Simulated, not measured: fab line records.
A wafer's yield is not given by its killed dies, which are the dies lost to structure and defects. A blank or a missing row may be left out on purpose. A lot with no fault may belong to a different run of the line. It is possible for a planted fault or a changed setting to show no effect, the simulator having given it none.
fab line records / flow n5-finfet
record lots=7 wafers=39
route steps=1938 shown FIN_SAQP@96 ILD0@343 HKMG_FIN@421 BEOL_M0_CUTY@711 BEOL_M1@820 BEOL_M3@1000 BEOL_M4@1086
start-h: the number of hours between the record's first day and the start of the first shown wafer of the lot / wait-h: how many hours have passed since the lot's step before this one / " repeats the value in the row above / L1.1+2: a row that stands for several wafers / - either no value or no given start / * or withheld: withheld / < > ~ a bound
route shown NAME@n: NAME is a module with steps in the file, n the number in the route of the first one / usual: mean/standard deviation of fault-free wafers / same: alike in all rows / chamber/n: place in a boat / sites: per-site readings / _std_site: the standard deviation of these / _edge_site: the outer-site mean with the inner-site mean subtracted / radius-mm: for every site, how far away it sits from the centre of the wafer / mask NAME#n: copy n / behind: the tool/chamber that last shaped the wafer / hold: what put the lot on hold/how long, in hours/how the hold closed / device: which transistor (n, p or np) failed to switch / end of line: the tests these same wafers got at the end of their route / a step with no rows: only its recipe / killed: at the first sort, the dies lost to defects and structure; wafer yield is something else / map: a wafer's dies, marking killed ones x, the rest . and places with no die _
set.NAME: the setting as run; set.NAME@STEP: as run at that earlier step / model.NAME: the simulator's own value behind a step, which no gauge read
lots whose settings were changed on purpose; a table a step, a row a wafer
## steps
# step N5_FIN_SAQP_HM_DEP_03
# recipe material=SiNx target-thk-a=380 temp-c=400 precursor=SiH4/NH3/N2 pressure-torr=1.5 rf-w=300 time-s=33.6
# step N5_FIN_SAQP_ETCH_65
# recipe chemistry=CF4 target=SiO2 target-depth-a=40 ion-energy-ev=350 time-s=4.4 pressure-mtorr=10 icp-w=800 bias-w=400 cf4-flow-sccm=80
# step N5_ILD0_ALD_15
# recipe material=SiNx target-thk-a=240 temp-c=400 ald-precursor-family=SiH2I2 ald-co-reactant=N2/H2-plasma pulse-time-s=1 ald-cycles=480 purge-time-s=2 co-reactant-purge-time-s=2 pressure-torr=2
# step N5_HKMG_FIN_PWFM_ALD_03
# recipe material=TiN target-thk-a=20 temp-c=400 ald-precursor-family=TiCl4 ald-co-reactant=NH3 pulse-time-s=1 purge-time-s=3 co-reactant-purge-time-s=2 co-reactant-pulse-time-s=2 ald-cycles=91 pressure-torr=3
# step N5_BEOL_M0_CUTY_DESCUM_61
# recipe chemistry=O2 time-s=7.9 source-power-w=50 bias-power-w=20 pressure-mtorr=20 rf-frequency-hz=2.712e+07 temp-c=40 resist=CAR-ArF-block o2-flow-sccm=225
# step N5_BEOL_M1_SPUTTER_86
# recipe material=Cu target-thk-a=45 temp-c=-20 chamber-pressure-pa=0.07 power-w=withheld time-s=8.29
# step N5_BEOL_M3_SPUTTER_86
# step N5_BEOL_M4_SPUTTER_79
# step N5_BEOL_M4_RC_MEAS_101
# usual ION_P=460/7.3 VT_P=-251/3.4 VT_P_LONG=-276/3.2 VT_P_LVT=-100/3.3
lot.wafer=L082.1 tool=prober-01 chamber=0 start-h=209.04 wait-h=0.0 set.target-thk-a@FIN_SAQP_HM_DEP_03=444.4 set.time-s@FIN_SAQP_ETCH_65=4.4 set.ald-cycles@ILD0_ALD_15=749 set.ald-cycles@HKMG_FIN_PWFM_ALD_03=112 set.time-s@BEOL_M0_CUTY_DESCUM_61=4.235 set.target-thk-a@BEOL_M1_SPUTTER_86=45 set.time-s@BEOL_M3_SPUTTER_86=10.28 set.target-thk-a@BEOL_M4_SPUTTER_79=45 ION_P[uA/um]=500 VT_P[mV]=-232 VT_P_LONG[mV]=-256 VT_P_LVT[mV]=-80
lot.wafer=L082.2 tool=prober-01 chamber=0 start-h=209.04 wait-h=0.0 set.target-thk-a@FIN_SAQP_HM_DEP_03=380 set.time-s@FIN_SAQP_ETCH_65=2.653 set.ald-cycles@ILD0_ALD_15=749 set.ald-cycles@HKMG_FIN_PWFM_ALD_03=112 set.time-s@BEOL_M0_CUTY_DESCUM_61=7.9 set.target-thk-a@BEOL_M1_SPUTTER_86=61.02 set.time-s@BEOL_M3_SPUTTER_86=8.29 set.target-thk-a@BEOL_M4_SPUTTER_79=45 ION_P[uA/um]=493 VT_P[mV]=-232 VT_P_LONG[mV]=-256 VT_P_LVT[mV]=-82
lot.wafer=L082.3 tool=prober-01 chamber=0 start-h=209.04 wait-h=0.0 set.target-thk-a@FIN_SAQP_HM_DEP_03=444.4 set.time-s@FIN_SAQP_ETCH_65=2.653 set.ald-cycles@ILD0_ALD_15=749 set.ald-cycles@HKMG_FIN_PWFM_ALD_03=91 set.time-s@BEOL_M0_CUTY_DESCUM_61=4.235 set.target-thk-a@BEOL_M1_SPUTTER_86=45 set.time-s@BEOL_M3_SPUTTER_86=8.29 set.target-thk-a@BEOL_M4_SPUTTER_79=45 ION_P[uA/um]=477 VT_P[mV]=-246 VT_P_LONG[mV]=-273 VT_P_LVT[mV]=-96
lot.wafer=L082.4 tool=prober-01 chamber=0 start-h=209.04 wait-h=0.0 set.target-thk-a@FIN_SAQP_HM_DEP_03=444.4 set.time-s@FIN_SAQP_ETCH_65=4.4 set.ald-cycles@ILD0_ALD_15=480 set.ald-cycles@HKMG_FIN_PWFM_ALD_03=91 set.time-s@BEOL_M0_CUTY_DESCUM_61=7.9 set.target-thk-a@BEOL_M1_SPUTTER_86=61.02 set.time-s@BEOL_M3_SPUTTER_86=10.28 set.target-thk-a@BEOL_M4_SPUTTER_79=45 ION_P[uA/um]=472 VT_P[mV]=-246 VT_P_LONG[mV]=-271 VT_P_LVT[mV]=-96
lot.wafer=L082.5 tool=prober-01 chamber=0 start-h=209.04 wait-h=0.0 set.target-thk-a@FIN_SAQP_HM_DEP_03=380 set.time-s@FIN_SAQP_ETCH_65=4.4 set.ald-cycles@ILD0_ALD_15=480 set.ald-cycles@HKMG_FIN_PWFM_ALD_03=112 set.time-s@BEOL_M0_CUTY_DESCUM_61=4.235 set.target-thk-a@BEOL_M1_SPUTTER_86=61.02 set.time-s@BEOL_M3_SPUTTER_86=8.29 set.target-thk-a@BEOL_M4_SPUTTER_79=45 ION_P[uA/um]=500 VT_P[mV]=-229 VT_P_LONG[mV]=-257 VT_P_LVT[mV]=-78
lot.wafer=L082.6 tool=prober-01 chamber=0 start-h=209.04 wait-h=0.0 set.target-thk-a@FIN_SAQP_HM_DEP_03=380 set.time-s@FIN_SAQP_ETCH_65=2.653 set.ald-cycles@ILD0_ALD_15=480 set.ald-cycles@HKMG_FIN_PWFM_ALD_03=91 set.time-s@BEOL_M0_CUTY_DESCUM_61=7.9 set.target-thk-a@BEOL_M1_SPUTTER_86=45 set.time-s@BEOL_M3_SPUTTER_86=10.28 set.target-thk-a@BEOL_M4_SPUTTER_79=45 ION_P[uA/um]=475 VT_P[mV]=-247 VT_P_LONG[mV]=-273 VT_P_LVT[mV]=-95
lot.wafer=L085.1 tool=prober-01 chamber=0 start-h=236.34 wait-h=0.0 set.target-thk-a@FIN_SAQP_HM_DEP_03=380 set.time-s@FIN_SAQP_ETCH_65=5.98 set.ald-cycles@ILD0_ALD_15=480 set.ald-cycles@HKMG_FIN_PWFM_ALD_03=133 set.time-s@BEOL_M0_CUTY_DESCUM_61=9.843 set.target-thk-a@BEOL_M1_SPUTTER_86=45 set.time-s@BEOL_M3_SPUTTER_86=10.12 set.target-thk-a@BEOL_M4_SPUTTER_79=45 ION_P[uA/um]=506 VT_P[mV]=-218 VT_P_LONG[mV]=-244 VT_P_LVT[mV]=-69
lot.wafer=L085.2 tool=prober-01 chamber=0 start-h=236.34 wait-h=0.0 set.target-thk-a@FIN_SAQP_HM_DEP_03=380 set.time-s@FIN_SAQP_ETCH_65=4.4 set.ald-cycles@ILD0_ALD_15=200 set.ald-cycles@HKMG_FIN_PWFM_ALD_03=133 set.time-s@BEOL_M0_CUTY_DESCUM_61=9.843 set.target-thk-a@BEOL_M1_SPUTTER_86=45 set.time-s@BEOL_M3_SPUTTER_86=8.29 set.target-thk-a@BEOL_M4_SPUTTER_79=30.64 ION_P[uA/um]=505 VT_P[mV]=-217 VT_P_LONG[mV]=-244 VT_P_LVT[mV]=-66
lot.wafer=L085.3 tool=prober-01 chamber=0 start-h=236.34 wait-h=0.0 set.target-thk-a@FIN_SAQP_HM_DEP_03=460.6 set.time-s@FIN_SAQP_ETCH_65=5.98 set.ald-cycles@ILD0_ALD_15=200 set.ald-cycles@HKMG_FIN_PWFM_ALD_03=133 set.time-s@BEOL_M0_CUTY_DESCUM_61=7.9 set.target-thk-a@BEOL_M1_SPUTTER_86=45 set.time-s@BEOL_M3_SPUTTER_86=10.12 set.target-thk-a@BEOL_M4_SPUTTER_79=45 ION_P[uA/um]=506 VT_P[mV]=-219 VT_P_LONG[mV]=-245 VT_P_LVT[mV]=-69
lot.wafer=L085.4 tool=prober-01 chamber=0 start-h=236.34 wait-h=0.0 set.target-thk-a@FIN_SAQP_HM_DEP_03=460.6 set.time-s@FIN_SAQP_ETCH_65=5.98 set.ald-cycles@ILD0_ALD_15=480 set.ald-cycles@HKMG_FIN_PWFM_ALD_03=91 set.time-s@BEOL_M0_CUTY_DESCUM_61=7.9 set.target-thk-a@BEOL_M1_SPUTTER_86=45 set.time-s@BEOL_M3_SPUTTER_86=8.29 set.target-thk-a@BEOL_M4_SPUTTER_79=45 ION_P[uA/um]=466 VT_P[mV]=-250 VT_P_LONG[mV]=-270 VT_P_LVT[mV]=-100
lot.wafer=L085.5 tool=prober-01 chamber=0 start-h=236.34 wait-h=0.0 set.target-thk-a@FIN_SAQP_HM_DEP_03=460.6 set.time-s@FIN_SAQP_ETCH_65=4.4 set.ald-cycles@ILD0_ALD_15=480 set.ald-cycles@HKMG_FIN_PWFM_ALD_03=91 set.time-s@BEOL_M0_CUTY_DESCUM_61=9.843 set.target-thk-a@BEOL_M1_SPUTTER_86=45 set.time-s@BEOL_M3_SPUTTER_86=8.29 set.target-thk-a@BEOL_M4_SPUTTER_79=30.64 ION_P[uA/um]=456 VT_P[mV]=-250 VT_P_LONG[mV]=-271 VT_P_LVT[mV]=-99
lot.wafer=L085.6 tool=prober-01 chamber=0 start-h=236.34 wait-h=0.0 set.target-thk-a@FIN_SAQP_HM_DEP_03=380 set.time-s@FIN_SAQP_ETCH_65=4.4 set.ald-cycles@ILD0_ALD_15=200 set.ald-cycles@HKMG_FIN_PWFM_ALD_03=91 set.time-s@BEOL_M0_CUTY_DESCUM_61=7.9 set.target-thk-a@BEOL_M1_SPUTTER_86=45 set.time-s@BEOL_M3_SPUTTER_86=10.12 set.target-thk-a@BEOL_M4_SPUTTER_79=30.64 ION_P[uA/um]=454 VT_P[mV]=-246 VT_P_LONG[mV]=-271 VT_P_LVT[mV]=-98
lot.wafer=L089.1 tool=prober-01 chamber=0 start-h=257.33 wait-h=0.0 set.target-thk-a@FIN_SAQP_HM_DEP_03=380 set.time-s@FIN_SAQP_ETCH_65=5.312 set.ald-cycles@ILD0_ALD_15=480 set.ald-cycles@HKMG_FIN_PWFM_ALD_03=91 set.time-s@BEOL_M0_CUTY_DESCUM_61=12.6 set.target-thk-a@BEOL_M1_SPUTTER_86=35.15 set.time-s@BEOL_M3_SPUTTER_86=10.63 set.target-thk-a@BEOL_M4_SPUTTER_79=60.06 ION_P[uA/um]=462 VT_P[mV]=-253 VT_P_LONG[mV]=-278 VT_P_LVT[mV]=-102
lot.wafer=L089.2 tool=prober-01 chamber=0 start-h=257.33 wait-h=0.0 set.target-thk-a@FIN_SAQP_HM_DEP_03=380 set.time-s@FIN_SAQP_ETCH_65=4.4 set.ald-cycles@ILD0_ALD_15=765 set.ald-cycles@HKMG_FIN_PWFM_ALD_03=123 set.time-s@BEOL_M0_CUTY_DESCUM_61=12.6 set.target-thk-a@BEOL_M1_SPUTTER_86=45 set.time-s@BEOL_M3_SPUTTER_86=10.63 set.target-thk-a@BEOL_M4_SPUTTER_79=60.06 ION_P[uA/um]=495 VT_P[mV]=-229 VT_P_LONG[mV]=-255 VT_P_LVT[mV]=-75
lot.wafer=L089.3 tool=prober-01 chamber=0 start-h=257.33 wait-h=0.0 set.target-thk-a@FIN_SAQP_HM_DEP_03=380 set.time-s@FIN_SAQP_ETCH_65=4.4 set.ald-cycles@ILD0_ALD_15=480 set.ald-cycles@HKMG_FIN_PWFM_ALD_03=123 set.time-s@BEOL_M0_CUTY_DESCUM_61=7.9 set.target-thk-a@BEOL_M1_SPUTTER_86=35.15 set.time-s@BEOL_M3_SPUTTER_86=8.29 set.target-thk-a@BEOL_M4_SPUTTER_79=60.06 ION_P[uA/um]=495 VT_P[mV]=-229 VT_P_LONG[mV]=-257 VT_P_LVT[mV]=-77
lot.wafer=L089.4 tool=prober-01 chamber=0 start-h=257.33 wait-h=0.0 set.target-thk-a@FIN_SAQP_HM_DEP_03=548.1 set.time-s@FIN_SAQP_ETCH_65=5.312 set.ald-cycles@ILD0_ALD_15=765 set.ald-cycles@HKMG_FIN_PWFM_ALD_03=123 set.time-s@BEOL_M0_CUTY_DESCUM_61=12.6 set.target-thk-a@BEOL_M1_SPUTTER_86=35.15 set.time-s@BEOL_M3_SPUTTER_86=8.29 set.target-thk-a@BEOL_M4_SPUTTER_79=45 ION_P[uA/um]=496 VT_P[mV]=-230 VT_P_LONG[mV]=-255 VT_P_LVT[mV]=-80
lot.wafer=L089.5 tool=prober-01 chamber=0 start-h=257.33 wait-h=0.0 set.target-thk-a@FIN_SAQP_HM_DEP_03=548.1 set.time-s@FIN_SAQP_ETCH_65=4.4 set.ald-cycles@ILD0_ALD_15=480 set.ald-cycles@HKMG_FIN_PWFM_ALD_03=91 set.time-s@BEOL_M0_CUTY_DESCUM_61=7.9 set.target-thk-a@BEOL_M1_SPUTTER_86=45 set.time-s@BEOL_M3_SPUTTER_86=8.29 set.target-thk-a@BEOL_M4_SPUTTER_79=45 ION_P[uA/um]=457 VT_P[mV]=-255 VT_P_LONG[mV]=-275 VT_P_LVT[mV]=-103
lot.wafer=L089.6 tool=prober-01 chamber=0 start-h=257.33 wait-h=0.0 set.target-thk-a@FIN_SAQP_HM_DEP_03=548.1 set.time-s@FIN_SAQP_ETCH_65=5.312 set.ald-cycles@ILD0_ALD_15=765 set.ald-cycles@HKMG_FIN_PWFM_ALD_03=91 set.time-s@BEOL_M0_CUTY_DESCUM_61=7.9 set.target-thk-a@BEOL_M1_SPUTTER_86=45 set.time-s@BEOL_M3_SPUTTER_86=10.63 set.target-thk-a@BEOL_M4_SPUTTER_79=45 ION_P[uA/um]=453 VT_P[mV]=-253 VT_P_LONG[mV]=-277 VT_P_LVT[mV]=-102
lot.wafer=L090.1 tool=prober-02 chamber=0 start-h=257.60 wait-h=0.0 set.target-thk-a@FIN_SAQP_HM_DEP_03=380 set.time-s@FIN_SAQP_ETCH_65=6.976 set.ald-cycles@ILD0_ALD_15=480 set.ald-cycles@HKMG_FIN_PWFM_ALD_03=91 set.time-s@BEOL_M0_CUTY_DESCUM_61=6.514 set.target-thk-a@BEOL_M1_SPUTTER_86=45 set.time-s@BEOL_M3_SPUTTER_86=12.16 set.target-thk-a@BEOL_M4_SPUTTER_79=45 ION_P[uA/um]=462 VT_P[mV]=-252 VT_P_LONG[mV]=-280 VT_P_LVT[mV]=-101
lot.wafer=L090.2 tool=prober-02 chamber=0 start-h=257.60 wait-h=0.0 set.target-thk-a@FIN_SAQP_HM_DEP_03=380 set.time-s@FIN_SAQP_ETCH_65=4.4 set.ald-cycles@ILD0_ALD_15=627 set.ald-cycles@HKMG_FIN_PWFM_ALD_03=91 set.time-s@BEOL_M0_CUTY_DESCUM_61=7.9 set.target-thk-a@BEOL_M1_SPUTTER_86=45 set.time-s@BEOL_M3_SPUTTER_86=8.29 set.target-thk-a@BEOL_M4_SPUTTER_79=18.78 ION_P[uA/um]=457 VT_P[mV]=-255 VT_P_LONG[mV]=-277 VT_P_LVT[mV]=-103
lot.wafer=L090.3 tool=prober-02 chamber=0 start-h=257.60 wait-h=0.0 set.target-thk-a@FIN_SAQP_HM_DEP_03=380 set.time-s@FIN_SAQP_ETCH_65=6.976 set.ald-cycles@ILD0_ALD_15=480 set.ald-cycles@HKMG_FIN_PWFM_ALD_03=91 set.time-s@BEOL_M0_CUTY_DESCUM_61=6.514 set.target-thk-a@BEOL_M1_SPUTTER_86=45 set.time-s@BEOL_M3_SPUTTER_86=8.29 set.target-thk-a@BEOL_M4_SPUTTER_79=18.78 ION_P[uA/um]=455 VT_P[mV]=-250 VT_P_LONG[mV]=-280 VT_P_LVT[mV]=-101
lot.wafer=L090.4 tool=prober-02 chamber=0 start-h=257.60 wait-h=0.0 set.target-thk-a@FIN_SAQP_HM_DEP_03=380 set.time-s@FIN_SAQP_ETCH_65=4.4 set.ald-cycles@ILD0_ALD_15=627 set.ald-cycles@HKMG_FIN_PWFM_ALD_03=91 set.time-s@BEOL_M0_CUTY_DESCUM_61=6.514 set.target-thk-a@BEOL_M1_SPUTTER_86=45 set.time-s@BEOL_M3_SPUTTER_86=12.16 set.target-thk-a@BEOL_M4_SPUTTER_79=18.78 ION_P[uA/um]=460 VT_P[mV]=-251 VT_P_LONG[mV]=-279 VT_P_LVT[mV]=-100
lot.wafer=L090.5 tool=prober-02 chamber=0 start-h=257.60 wait-h=0.0 set.target-thk-a@FIN_SAQP_HM_DEP_03=380 set.time-s@FIN_SAQP_ETCH_65=4.4 set.ald-cycles@ILD0_ALD_15=480 set.ald-cycles@HKMG_FIN_PWFM_ALD_03=91 set.time-s@BEOL_M0_CUTY_DESCUM_61=7.9 set.target-thk-a@BEOL_M1_SPUTTER_86=45 set.time-s@BEOL_M3_SPUTTER_86=12.16 set.target-thk-a@BEOL_M4_SPUTTER_79=45 ION_P[uA/um]=454 VT_P[mV]=-251 VT_P_LONG[mV]=-277 VT_P_LVT[mV]=-102
lot.wafer=L090.6 tool=prober-02 chamber=0 start-h=257.60 wait-h=0.0 set.target-thk-a@FIN_SAQP_HM_DEP_03=380 set.time-s@FIN_SAQP_ETCH_65=6.976 set.ald-cycles@ILD0_ALD_15=627 set.ald-cycles@HKMG_FIN_PWFM_ALD_03=91 set.time-s@BEOL_M0_CUTY_DESCUM_61=7.9 set.target-thk-a@BEOL_M1_SPUTTER_86=45 set.time-s@BEOL_M3_SPUTTER_86=8.29 set.target-thk-a@BEOL_M4_SPUTTER_79=45 ION_P[uA/um]=459 VT_P[mV]=-252 VT_P_LONG[mV]=-280 VT_P_LVT[mV]=-103
lot.wafer=L091.1 tool=prober-02 chamber=0 start-h=273.80 wait-h=0.0 set.target-thk-a@FIN_SAQP_HM_DEP_03=380 set.time-s@FIN_SAQP_ETCH_65=4.4 set.ald-cycles@ILD0_ALD_15=480 set.ald-cycles@HKMG_FIN_PWFM_ALD_03=52 set.time-s@BEOL_M0_CUTY_DESCUM_61=6.406 set.target-thk-a@BEOL_M1_SPUTTER_86=45 set.time-s@BEOL_M3_SPUTTER_86=3.898 set.target-thk-a@BEOL_M4_SPUTTER_79=31 ION_P[uA/um]=402 VT_P[mV]=-288 VT_P_LONG[mV]=-317 VT_P_LVT[mV]=-141
lot.wafer=L091.2 tool=prober-02 chamber=0 start-h=273.80 wait-h=0.0 set.target-thk-a@FIN_SAQP_HM_DEP_03=380 set.time-s@FIN_SAQP_ETCH_65=4.4 set.ald-cycles@ILD0_ALD_15=480 set.ald-cycles@HKMG_FIN_PWFM_ALD_03=91 set.time-s@BEOL_M0_CUTY_DESCUM_61=7.9 set.target-thk-a@BEOL_M1_SPUTTER_86=45 set.time-s@BEOL_M3_SPUTTER_86=8.29 set.target-thk-a@BEOL_M4_SPUTTER_79=45 ION_P[uA/um]=450 VT_P[mV]=-257 VT_P_LONG[mV]=-279 VT_P_LVT[mV]=-107
lot.wafer=L091.3 tool=prober-02 chamber=0 start-h=273.80 wait-h=0.0 set.target-thk-a@FIN_SAQP_HM_DEP_03=380 set.time-s@FIN_SAQP_ETCH_65=4.4 set.ald-cycles@ILD0_ALD_15=480 set.ald-cycles@HKMG_FIN_PWFM_ALD_03=52 set.time-s@BEOL_M0_CUTY_DESCUM_61=6.406 set.target-thk-a@BEOL_M1_SPUTTER_86=18.05 set.time-s@BEOL_M3_SPUTTER_86=8.29 set.target-thk-a@BEOL_M4_SPUTTER_79=31 ION_P[uA/um]=392 VT_P[mV]=-290 VT_P_LONG[mV]=-317 VT_P_LVT[mV]=-148
lot.wafer=L091.4 tool=prober-02 chamber=0 start-h=273.80 wait-h=0.0 set.target-thk-a@FIN_SAQP_HM_DEP_03=380 set.time-s@FIN_SAQP_ETCH_65=4.4 set.ald-cycles@ILD0_ALD_15=317 set.ald-cycles@HKMG_FIN_PWFM_ALD_03=91 set.time-s@BEOL_M0_CUTY_DESCUM_61=7.9 set.target-thk-a@BEOL_M1_SPUTTER_86=18.05 set.time-s@BEOL_M3_SPUTTER_86=3.898 set.target-thk-a@BEOL_M4_SPUTTER_79=31 ION_P[uA/um]=455 VT_P[mV]=-254 VT_P_LONG[mV]=-277 VT_P_LVT[mV]=-106
lot.wafer=L091.5 tool=prober-02 chamber=0 start-h=273.80 wait-h=0.0 set.target-thk-a@FIN_SAQP_HM_DEP_03=380 set.time-s@FIN_SAQP_ETCH_65=4.4 set.ald-cycles@ILD0_ALD_15=317 set.ald-cycles@HKMG_FIN_PWFM_ALD_03=52 set.time-s@BEOL_M0_CUTY_DESCUM_61=7.9 set.target-thk-a@BEOL_M1_SPUTTER_86=45 set.time-s@BEOL_M3_SPUTTER_86=8.29 set.target-thk-a@BEOL_M4_SPUTTER_79=45 ION_P[uA/um]=412 VT_P[mV]=-291 VT_P_LONG[mV]=-314 VT_P_LVT[mV]=-140
lot.wafer=L091.6 tool=prober-02 chamber=0 start-h=273.80 wait-h=0.0 set.target-thk-a@FIN_SAQP_HM_DEP_03=380 set.time-s@FIN_SAQP_ETCH_65=4.4 set.ald-cycles@ILD0_ALD_15=317 set.ald-cycles@HKMG_FIN_PWFM_ALD_03=91 set.time-s@BEOL_M0_CUTY_DESCUM_61=6.406 set.target-thk-a@BEOL_M1_SPUTTER_86=18.05 set.time-s@BEOL_M3_SPUTTER_86=3.898 set.target-thk-a@BEOL_M4_SPUTTER_79=45 ION_P[uA/um]=458 VT_P[mV]=-254 VT_P_LONG[mV]=-278 VT_P_LVT[mV]=-106
lot.wafer=L093.2 tool=prober-02 chamber=0 start-h=281.01 wait-h=0.2 set.target-thk-a@FIN_SAQP_HM_DEP_03=380 set.time-s@FIN_SAQP_ETCH_65=4.4 set.ald-cycles@ILD0_ALD_15=480 set.ald-cycles@HKMG_FIN_PWFM_ALD_03=91 set.time-s@BEOL_M0_CUTY_DESCUM_61=7.9 set.target-thk-a@BEOL_M1_SPUTTER_86=45 set.time-s@BEOL_M3_SPUTTER_86=8.29 set.target-thk-a@BEOL_M4_SPUTTER_79=45 ION_P[uA/um]=459 VT_P[mV]=-249 VT_P_LONG[mV]=-276 VT_P_LVT[mV]=-104
lot.wafer=L093.3 tool=prober-02 chamber=0 start-h=281.01 wait-h=0.2 set.target-thk-a@FIN_SAQP_HM_DEP_03=380 set.time-s@FIN_SAQP_ETCH_65=4.4 set.ald-cycles@ILD0_ALD_15=480 set.ald-cycles@HKMG_FIN_PWFM_ALD_03=91 set.time-s@BEOL_M0_CUTY_DESCUM_61=7.9 set.target-thk-a@BEOL_M1_SPUTTER_86=45 set.time-s@BEOL_M3_SPUTTER_86=8.29 set.target-thk-a@BEOL_M4_SPUTTER_79=45 ION_P[uA/um]=459 VT_P[mV]=-250 VT_P_LONG[mV]=-276 VT_P_LVT[mV]=-101
lot.wafer=L093.6 tool=prober-02 chamber=0 start-h=281.01 wait-h=0.2 set.target-thk-a@FIN_SAQP_HM_DEP_03=380 set.time-s@FIN_SAQP_ETCH_65=4.4 set.ald-cycles@ILD0_ALD_15=480 set.ald-cycles@HKMG_FIN_PWFM_ALD_03=91 set.time-s@BEOL_M0_CUTY_DESCUM_61=7.9 set.target-thk-a@BEOL_M1_SPUTTER_86=45 set.time-s@BEOL_M3_SPUTTER_86=8.29 set.target-thk-a@BEOL_M4_SPUTTER_79=45 ION_P[uA/um]=455 VT_P[mV]=-250 VT_P_LONG[mV]=-275 VT_P_LVT[mV]=-101
lot.wafer=L094.1 tool=prober-01 chamber=0 start-h=283.36 wait-h=0.0 set.target-thk-a@FIN_SAQP_HM_DEP_03=554.2 set.time-s@FIN_SAQP_ETCH_65=6.771 set.ald-cycles@ILD0_ALD_15=480 set.ald-cycles@HKMG_FIN_PWFM_ALD_03=105 set.time-s@BEOL_M0_CUTY_DESCUM_61=7.9 set.target-thk-a@BEOL_M1_SPUTTER_86=45 set.time-s@BEOL_M3_SPUTTER_86=8.29 set.target-thk-a@BEOL_M4_SPUTTER_79=45 ION_P[uA/um]=474 VT_P[mV]=-242 VT_P_LONG[mV]=-264 VT_P_LVT[mV]=-90
lot.wafer=L094.2 tool=prober-01 chamber=0 start-h=283.36 wait-h=0.0 set.target-thk-a@FIN_SAQP_HM_DEP_03=554.2 set.time-s@FIN_SAQP_ETCH_65=4.4 set.ald-cycles@ILD0_ALD_15=480 set.ald-cycles@HKMG_FIN_PWFM_ALD_03=91 set.time-s@BEOL_M0_CUTY_DESCUM_61=6.157 set.target-thk-a@BEOL_M1_SPUTTER_86=45 set.time-s@BEOL_M3_SPUTTER_86=8.29 set.target-thk-a@BEOL_M4_SPUTTER_79=60.66 ION_P[uA/um]=447 VT_P[mV]=-252 VT_P_LONG[mV]=-271 VT_P_LVT[mV]=-102
lot.wafer=L094.3 tool=prober-01 chamber=0 start-h=283.36 wait-h=0.0 set.target-thk-a@FIN_SAQP_HM_DEP_03=380 set.time-s@FIN_SAQP_ETCH_65=6.771 set.ald-cycles@ILD0_ALD_15=480 set.ald-cycles@HKMG_FIN_PWFM_ALD_03=91 set.time-s@BEOL_M0_CUTY_DESCUM_61=6.157 set.target-thk-a@BEOL_M1_SPUTTER_86=45 set.time-s@BEOL_M3_SPUTTER_86=8.29 set.target-thk-a@BEOL_M4_SPUTTER_79=60.66 ION_P[uA/um]=453 VT_P[mV]=-248 VT_P_LONG[mV]=-272 VT_P_LVT[mV]=-98
lot.wafer=L094.4 tool=prober-01 chamber=0 start-h=283.36 wait-h=0.0 set.target-thk-a@FIN_SAQP_HM_DEP_03=554.2 set.time-s@FIN_SAQP_ETCH_65=4.4 set.ald-cycles@ILD0_ALD_15=480 set.ald-cycles@HKMG_FIN_PWFM_ALD_03=105 set.time-s@BEOL_M0_CUTY_DESCUM_61=6.157 set.target-thk-a@BEOL_M1_SPUTTER_86=45 set.time-s@BEOL_M3_SPUTTER_86=8.29 set.target-thk-a@BEOL_M4_SPUTTER_79=45 ION_P[uA/um]=468 VT_P[mV]=-244 VT_P_LONG[mV]=-262 VT_P_LVT[mV]=-92
lot.wafer=L094.5 tool=prober-01 chamber=0 start-h=283.36 wait-h=0.0 set.target-thk-a@FIN_SAQP_HM_DEP_03=380 set.time-s@FIN_SAQP_ETCH_65=4.4 set.ald-cycles@ILD0_ALD_15=480 set.ald-cycles@HKMG_FIN_PWFM_ALD_03=105 set.time-s@BEOL_M0_CUTY_DESCUM_61=7.9 set.target-thk-a@BEOL_M1_SPUTTER_86=45 set.time-s@BEOL_M3_SPUTTER_86=8.29 set.target-thk-a@BEOL_M4_SPUTTER_79=60.66 ION_P[uA/um]=476 VT_P[mV]=-240 VT_P_LONG[mV]=-264 VT_P_LVT[mV]=-89
lot.wafer=L094.6 tool=prober-01 chamber=0 start-h=283.36 wait-h=0.0 set.target-thk-a@FIN_SAQP_HM_DEP_03=380 set.time-s@FIN_SAQP_ETCH_65=6.771 set.ald-cycles@ILD0_ALD_15=480 set.ald-cycles@HKMG_FIN_PWFM_ALD_03=91 set.time-s@BEOL_M0_CUTY_DESCUM_61=7.9 set.target-thk-a@BEOL_M1_SPUTTER_86=45 set.time-s@BEOL_M3_SPUTTER_86=8.29 set.target-thk-a@BEOL_M4_SPUTTER_79=45 ION_P[uA/um]=470 VT_P[mV]=-250 VT_P_LONG[mV]=-274 VT_P_LVT[mV]=-98
## key
split step=N5_FIN_SAQP_HM_DEP_03 setting=target-thk-a stated-as=380
response none clear
split step=N5_FIN_SAQP_ETCH_65 setting=time-s stated-as=4.4
response none clear
split step=N5_ILD0_ALD_15 setting=ald-cycles stated-as=480
response none clear
split step=N5_HKMG_FIN_PWFM_ALD_03 setting=ald-cycles stated-as=91
response step=N5_BEOL_M4_RC_MEAS_101 reading=VT_P slope=+0.698 per=1% together-with=all explained=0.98
response step=N5_BEOL_M4_RC_MEAS_101 reading=VT_P_LVT slope=+0.73 per=1% together-with=all explained=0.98
response step=N5_BEOL_M4_RC_MEAS_101 reading=VT_P_LONG slope=+0.671 per=1% together-with=all explained=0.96
response step=N5_BEOL_M4_RC_MEAS_101 reading=ION_P slope=+1.06 per=1% together-with=all explained=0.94
split step=N5_BEOL_M0_CUTY_DESCUM_61 setting=time-s stated-as=7.9
response none clear
split step=N5_BEOL_M1_SPUTTER_86 setting=target-thk-a stated-as=45
response none clear
split step=N5_BEOL_M3_SPUTTER_86 setting=time-s stated-as=8.29
response none clear
split step=N5_BEOL_M4_SPUTTER_79 setting=target-thk-a stated-as=45
response none clear
